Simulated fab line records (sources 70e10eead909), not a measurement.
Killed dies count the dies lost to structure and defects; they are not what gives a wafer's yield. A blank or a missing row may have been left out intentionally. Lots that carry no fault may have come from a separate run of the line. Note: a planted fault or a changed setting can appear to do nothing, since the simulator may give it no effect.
Chamber matching    flow nand-harc    NHARC_A_STAIRCASE_ETCH_444 on rie-diel-07: 4 sister chambers
The step etches the open film in C4F8/O2, target depth 10200 nm, time 3400 s. 4 wafers are shown with their chamber, then 7 later ones without.

WAFERS PAIRED WITH THEIR CHAMBERS
wafer   chamber  rf-vpp-V (V)
L084.5  2        801
L085.6  3        808
L088.2  0        816
L088.4  1        799

WAFERS MISSING THEIR CHAMBER
wafer   rf-vpp-V (V)
L088.5  810
L089.1  814
L089.4  802
L089.5  799
L097.1  815
L097.3  810
L097.5  809

WHICH CHAMBER EACH WENT THROUGH
wafer   from the rows above      in truth
L088.5  3                        3
L089.1  0                        0
L089.4  can't be placed: 2 or 1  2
L089.5  can't be placed: 1 or 2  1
L097.1  0                        0
L097.3  3                        3
L097.5  3                        3
Correct placement for 5 of the 7. Can't be placed from these rows: 2 (the true chamber is among the candidates in 2). Placed wrongly: 0.
How it was worked out, from the rows above alone: a wafer's distance from a chamber is the root of the sum, over the readings, of the square of ((its reading less the chamber's mean) divided by the reading's scatter). If the next closest chamber is less than 2 further off than the closest, the wafer can't be placed; otherwise it belongs to the closest. The mean given for a chamber averages the wafers shown for that chamber. The scatter: with one shown wafer a chamber, the root of the mean of the squares of how far each hidden wafer lies from its nearest shown one.
